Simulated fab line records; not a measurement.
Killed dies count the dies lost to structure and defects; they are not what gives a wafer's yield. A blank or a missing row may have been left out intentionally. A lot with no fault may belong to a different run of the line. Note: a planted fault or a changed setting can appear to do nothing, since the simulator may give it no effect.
Which tool did it? + flow nand-harc + 13 lots with 38 wafers sampled at 4 steps, on a route of 1159 steps

## WHAT THE GAUGES SHOWED, per wafer
NHARC_A_BLC_CD_MEAS_10: the cd target is 100 nm. Usual: cd-nm at 100.2 nm, with a standard deviation of 0.65.
| lot  | measured     | on        | cd-nm (nm)        | flag |
|------|--------------|-----------|-------------------|------|
| L577 | day 16 21:02 | cd-sem-03 | 101.0 101.5 101.4 |      |
| L576 | day 16 22:06 | cd-sem-02 | 100.5 99.7 99.5   |      |
| L579 | day 17 15:05 | cd-sem-02 | 100.5 99.9 98.8   |      |
| L582 | day 18 10:37 | cd-sem-03 | 99.8 100.0 100.1  |      |
| L583 | day 18 15:25 | cd-sem-02 | 99.5 100.7 101.4  |      |
| L580 | day 18 19:05 | cd-sem-03 | 99.8 100.5 99.8   |      |
| L585 | day 19 00:11 | cd-sem-01 | 100.2 100.9 100.7 |      |
| L584 | day 19 14:19 | cd-sem-02 | 101.0 100.4 100.2 |      |
| L588 | day 20 12:01 | cd-sem-02 | 98.5 98.3         |      |
| L593 | day 21 23:27 | cd-sem-01 | 100.1 98.9 100.5  |      |
| L596 | day 22 11:24 | cd-sem-01 | 99.5 99.9 100.3   |      |
| L598 | day 22 19:49 | cd-sem-02 | 98.7 101.0 100.1  |      |
| L599 | day 23 14:04 | cd-sem-02 | 99.8 100.8 100.1  |      |

## WHICH TOOL RAN EACH LOT (tool, then ch and the chambers of the sampled wafers, then the start)
| lot  | NHARC_A_CONTACT_ETCH_135             | NHARC_A_CONTACT_ETCH_137             | NHARC_A_BLC_DEVELOP_09            |
|------|--------------------------------------|--------------------------------------|-----------------------------------|
| L577 | har-cap-etch-03 ch 0,1, day 16 16:58 | har-cap-etch-03 ch 0,1, day 16 17:13 | litho-track-01 ch 0, day 16 20:00 |
| L576 | har-cap-etch-01 ch 0,1, day 16 18:13 | har-cap-etch-01 ch 0,1, day 16 18:27 | litho-track-01 ch 0, day 16 22:00 |
| L579 | har-cap-etch-01 ch 0,1, day 17 04:27 | har-cap-etch-01 ch 0,1, day 17 04:42 | litho-track-06 ch 0, day 17 15:00 |
| L582 | har-cap-etch-03 ch 0,1, day 18 01:34 | har-cap-etch-03 ch 0,1, day 18 01:49 | litho-track-06 ch 0, day 18 10:00 |
| L583 | har-cap-etch-03 ch 0,1, day 18 08:01 | har-cap-etch-03 ch 0,1, day 18 08:16 | litho-track-01 ch 0, day 18 15:00 |
| L580 | har-cap-etch-01 ch 0,1, day 18 15:01 | har-cap-etch-01 ch 0,1, day 18 15:16 | litho-track-06 ch 0, day 18 19:00 |
| L585 | har-cap-etch-03 ch 0,1, day 18 18:06 | har-cap-etch-03 ch 0,1, day 18 18:21 | litho-track-04 ch 0, day 19 00:00 |
| L584 | har-cap-etch-03 ch 0,1, day 19 10:12 | har-cap-etch-03 ch 0,1, day 19 10:26 | litho-track-04 ch 0, day 19 14:00 |
| L588 | har-cap-etch-02 ch 0,1, day 20 03:33 | har-cap-etch-02 ch 0,1, day 20 03:48 | litho-track-04 ch 0, day 20 11:00 |
| L593 | har-cap-etch-02 ch 0,1, day 21 14:56 | har-cap-etch-02 ch 0,1, day 21 15:11 | litho-track-06 ch 0, day 21 23:00 |
| L596 | har-cap-etch-03 ch 0,1, day 22 03:28 | har-cap-etch-03 ch 0,1, day 22 03:43 | litho-track-06 ch 0, day 22 11:00 |
| L598 | har-cap-etch-01 ch 0,1, day 22 13:21 | har-cap-etch-01 ch 0,1, day 22 13:35 | litho-track-06 ch 0, day 22 19:00 |
| L599 | har-cap-etch-02 ch 0,1, day 23 02:48 | har-cap-etch-02 ch 0,1, day 23 03:02 | litho-track-04 ch 0, day 23 13:00 |
- NHARC_A_CONTACT_ETCH_135: etches the open film in C4F8/O2/Ar, time 132 s, target depth 1287 nm.
- NHARC_A_CONTACT_ETCH_137: etches the open film in C4F8/O2/Ar, time 132 s, target depth 1287 nm.
- NHARC_A_BLC_DEVELOP_09: develop time 35 s.

## AS READ BY THE TOOLS THEMSELVES (means over the sampled wafers that have a number; for cases with no such wafer, the mark the record gives instead)
NHARC_A_BLC_DEVELOP_09. Usual: resist-line-temp-C at 23.03 C, with a standard deviation of 0.12.
| lot  | tool           | resist-line-temp-C (C) | flag |
|------|----------------|------------------------|------|
| L577 | litho-track-01 | 23.06                  |      |
| L576 | litho-track-01 | 22.99                  |      |
| L579 | litho-track-06 | 23.03                  |      |
| L582 | litho-track-06 | 22.87                  |      |
| L583 | litho-track-01 | 22.96                  |      |
| L580 | litho-track-06 | 23.09                  |      |
| L585 | litho-track-04 | 23.16                  |      |
| L584 | litho-track-04 | 23.13                  |      |
| L588 | litho-track-04 | 23.12                  |      |
| L593 | litho-track-06 | 23.15                  |      |
| L596 | litho-track-06 | 22.89                  |      |
| L598 | litho-track-06 | 22.99                  |      |
| L599 | litho-track-04 | 23.01                  |      |

## THE ANSWER, worked out from the rows above alone
Rule: lot off if the mean of its wafers having a number is beyond 3 standard deviations from the usual mean. Also off: a lot with no number at a reading for which 4 or more lots have one. All remaining lots with rows at the step are treated as sound. The gauges are gone through in route order, then the tools' own readings, and for those a lot's mean is taken as printed above. The first step at which some lot is off is used, and at that step the reading that is off furthest; a lot without a number counts as furthest.
Nothing can be told from this: no lot is off at any reading shown.

## WHAT THE SIMULATOR PUT IN
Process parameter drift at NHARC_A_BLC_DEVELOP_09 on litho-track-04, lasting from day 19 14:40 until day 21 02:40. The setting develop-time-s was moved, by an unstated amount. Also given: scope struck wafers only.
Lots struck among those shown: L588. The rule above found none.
